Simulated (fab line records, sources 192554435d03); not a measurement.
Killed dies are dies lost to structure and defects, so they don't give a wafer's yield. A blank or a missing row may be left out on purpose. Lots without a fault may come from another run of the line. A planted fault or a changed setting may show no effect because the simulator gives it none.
Split-lot experiment | flow n5_finfet | 7 lots, 39 wafers read, on a route of 1938 steps

THE SPLIT
At N5_BEOL_M4_CVD_47 (deposits Co from CCTBA/H2, target thk 3 nm, time 223.8 s), the setting target_thk_a was moved away from the recipe's 30 angstrom on 15 of the 39 wafers read, by -18.6% to +49.0%. The other wafers ran this setting at the recipe's value.

The reading is taken at the split's own step.

THE READING
Co_of_BEOL_M4_CVD_47.thk_nm (the simulator's own value, which no gauge read), in nm, at N5_BEOL_M4_CVD_47 (deposits Co from CCTBA/H2, target thk 3 nm, time 223.8 s). The file gives no usual value for it. The 24 wafers here that ran the recipe average 3.0 nm, standard deviation 0.16 nm.

wafer  | tool, chamber at the split | target_thk_a as run, angstrom | against the recipe | Co_of_BEOL_M4_CVD_47.thk_nm, nm | against lot-mates on the recipe
L078.1 | cvd_co-01, 0               | 41.66                         | +38.9%             | 4.2                             | +1.1
L078.2 | cvd_co-01, 1               | 41.66                         | +38.9%             | 4                               | +0.9
L078.3 | cvd_co-01, 2               | 30                            | recipe             | 3.2                             | -
L078.5 | cvd_co-01, 2               | 30                            | recipe             | 3.2                             | -
L078.4 | cvd_co-01, 1               | 30                            | recipe             | 3                               | -
L078.6 | cvd_co-01, 0               | 41.66                         | +38.9%             | 4.4                             | +1.3
L080.1 | cvd_co-02, 2               | 44.71                         | +49.0%             | 4.4                             | +1.3
L080.2 | cvd_co-02, 0               | 30                            | recipe             | 3                               | -
L080.3 | cvd_co-02, 1,0             | 30                            | recipe             | 3.2                             | -
L080.5 | cvd_co-02, 1,0             | 30                            | recipe             | 3.2                             | -
L080.4 | cvd_co-02, 2,1             | 44.71                         | +49.0%             | 4.6                             | +1.5
L080.6 | cvd_co-02, 2,1             | 44.71                         | +49.0%             | 4.6                             | +1.5
L083.2 | cvd_co-01, 2,0,0           | 30                            | recipe             | 3.2                             | -
L083.3 | cvd_co-01, 2,0,0           | 30                            | recipe             | 3.2                             | -
L083.5 | cvd_co-01, 2,0,0           | 30                            | recipe             | 3.2                             | -
L087.1 | cvd_co-02, 2,0,0           | 30                            | recipe             | 3                               | -
L087.3 | cvd_co-02, 2,0,0           | 30                            | recipe             | 3                               | -
L087.5 | cvd_co-02, 2,0,0           | 30                            | recipe             | 3                               | -
L087.2 | cvd_co-02, 1,2,1           | 39.31                         | +31.0%             | 3.8                             | +0.8
L087.4 | cvd_co-02, 1,2,1           | 39.31                         | +31.0%             | 3.8                             | +0.8
L087.6 | cvd_co-02, 1,2,1           | 39.31                         | +31.0%             | 3.8                             | +0.8
L090.1 | cvd_co-01, 2,1,2           | 30                            | recipe             | 2.8                             | -
L090.5 | cvd_co-01, 2,1,2           | 30                            | recipe             | 2.8                             | -
L090.6 | cvd_co-01, 2,1,2           | 30                            | recipe             | 2.8                             | -
L090.2 | cvd_co-01, 0               | 35.31                         | +17.7%             | 3.6                             | +0.8
L090.4 | cvd_co-01, 0               | 35.31                         | +17.7%             | 3.6                             | +0.8
L090.3 | cvd_co-01, 1               | 35.31                         | +17.7%             | 3.4                             | +0.6
L096.1 | cvd_co-02, 1,2,0           | 24.41                         | -18.6%             | 2.6                             | -0.5
L096.4 | cvd_co-02, 1,2,0           | 24.41                         | -18.6%             | 2.6                             | -0.5
L096.6 | cvd_co-02, 1,2,0           | 24.41                         | -18.6%             | 2.6                             | -0.5
L096.2 | cvd_co-02, 2,1             | 30                            | recipe             | 3.2                             | -
L096.5 | cvd_co-02, 2,1             | 30                            | recipe             | 3.2                             | -
L096.3 | cvd_co-02, 0               | 30                            | recipe             | 3                               | -
L097.1 | cvd_co-01, 2,0,0           | 30                            | recipe             | 3                               | -
L097.3 | cvd_co-01, 2,0,0           | 30                            | recipe             | 3                               | -
L097.6 | cvd_co-01, 2,0,0           | 30                            | recipe             | 3                               | -
L097.2 | cvd_co-01, 1,1,2           | 30                            | recipe             | 2.8                             | -
L097.4 | cvd_co-01, 1,1,2           | 30                            | recipe             | 2.8                             | -
L097.5 | cvd_co-01, 1,1,2           | 30                            | recipe             | 2.8                             | -
Where a row lists several chambers, the file gives one row for several wafers and doesn't say which wafer went through which chamber.

THE FIT
A straight line over all 39 wafers: Co_of_BEOL_M4_CVD_47.thk_nm changes by +0.0288 nm for each +1% of target_thk_a; r = +0.96; the points scatter about the line by 0.15 nm.
The same after taking each lot's own level away (the mean of its wafers on the recipe; 39 wafers): +0.0283 nm for each +1%; r = +0.98; scatter 0.11 nm.
On that fit, the largest move of target_thk_a shifts the reading by 1.4 nm.
The lots' own levels span 2.80 to 3.20 nm, that is 2.6 times the standard deviation above.
So the lot-to-lot level changes the slope little: the two slopes agree.
Check: with one of the wafers moved furthest among these (+49.0%) left out of the fit, the line predicts +1.42 nm for it against its lot-mates. It came out at +1.27 nm against them.

OTHER SPLITS ON THESE WAFERS
These wafers also went through other splits before the reading. Each is held against what the fit with the lots' levels taken away leaves over:
other split on the same wafers            | wafers away from the commonest value | r with Co_of_BEOL_M4_CVD_47.thk_nm (lot level and that fit taken away)
N5_FIN_SAQP_PECVD_48 time_s               | 15                                   | -0.14
N5_BEOL_M0_SAQP_SPACER1_ALD_98 ald_cycles | 6                                    | -0.15
N5_BEOL_M1_ILD_DEP_00 target_thk_a        | 15                                   | -0.04
N5_BEOL_M3_TRENCH_ETCH_37 target_depth_a  | 18                                   | -0.16

THE FILE'S OWN FIT
Co_of_BEOL_M4_CVD_47.thk_nm changes by +0.0285 nm for each +1% of target_thk_a, r = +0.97.
